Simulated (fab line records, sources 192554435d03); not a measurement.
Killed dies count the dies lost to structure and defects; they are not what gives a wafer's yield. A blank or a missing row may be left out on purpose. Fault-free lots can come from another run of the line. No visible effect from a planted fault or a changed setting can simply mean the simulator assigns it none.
Problem report, 8D (eight disciplines) form, completed by code || flow n5-finfet || the parts of the form that need people (team, actions taken, sign-off) are left out

== 1. THE ISSUE ==
Mean of run-length-s at N5_BEOL_M4_CO_CAP_55: 166.2 s across 3 wafers in 2 lots; on wafers with no fault it is 124.7 s (standard deviation 0.41). So: +99 or more standard deviations from the usual mean.
The step: material Co, precursor CCTBA/H2, target thk 2 nm, time 102.1 s.
The first sign was on wafer L716.1 at day 12 05:39, on cvd-co-01. The record has a number at this step for 18 wafers belonging to 6 lots. The rule behind "out" and "out of limits": a value lying over 4 standard deviations away from the usual mean. The rest of the wafers with a number are treated as sound.

== 2. WHAT IT IS, WHAT IT ISN'T ==
{"question": "which readings at this step", "is": "run-length-s", "is not": "chamber-pressure-Torr, heater-power-w"}
{"question": "which lots", "is": "L716, L720", "is not": "L703, L706, L718, L722"}
{"question": "which wafers of those lots", "is": "L716.1, L716.5, L720.1", "is not": "L716.2, L720.3, L720.6"}
{"question": "read on which tools", "is": "cvd-co-01", "is not": "cvd-co-02"}
{"question": "when", "is": "from day 12 05:39", "is not": "up to then (7 sound wafers); but 8 sound wafers of L718, L720, L722 came after"}

== 3. SUSPECTS, AND WHAT RULES EACH OUT ==
Counting: any tool at a process step up to the reading remains a suspect provided it ran every lot that is out. Sound lots after the first of them don't rule it out here, since some wafers of a struck lot are sound.
- cvd-co-01 at N5_BEOL_M4_CO_CAP_55 (material Co, precursor CCTBA/H2, target thk 2 nm, time 102.1 s): kept. It processed each lot that is out (first: L716, day 12 05:39); up to then, its last sound lot is L706 (day 9 07:38). Its own run-length-s readings are out on those wafers.
Remaining after the count: cvd-co-01 at N5_BEOL_M4_CO_CAP_55.

== 4. THE CAUSE (what the simulator had put in) ==
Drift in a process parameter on cvd-co-01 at N5_BEOL_M4_CO_CAP_55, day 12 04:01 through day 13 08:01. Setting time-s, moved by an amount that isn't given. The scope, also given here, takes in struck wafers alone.
The count eliminated every tool but this one.

== 5. THE EFFECT CHAIN, in route order ==
Each row: a reading whose mean over the struck wafers that have a number lies more than 3 standard deviations from the usual. Readings are gone through only where the record gives a usual standard deviation; hours: the median, over the lots, of the time from a lot's start at the first step in this table giving one to that lot's start at this step; sigmas: the change measured in usual standard deviations.
{"hours": 0, "step": "N5_BEOL_M4_CO_CAP_55", "reading": "run-length-s", "usual": "124.7 s", "on struck wafers": 166.2, "change": "+41.5", "sigmas": "+99 or more"}
Here are the process steps it includes:
- N5_BEOL_M4_CO_CAP_55: material Co, precursor CCTBA/H2, target thk 2 nm, time 102.1 s.
Later measuring or inspecting steps at which every struck wafer that the step has a row for has a number for every such reading, and none has moved that far: N5_BEOL_M4_RC_MEAS_101.

== 6. WHAT WOULD HAVE CAUGHT IT SOONER ==
In this record no reading fell out of limits until day 12 05:39, 2 hours after the fault had begun at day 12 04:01.
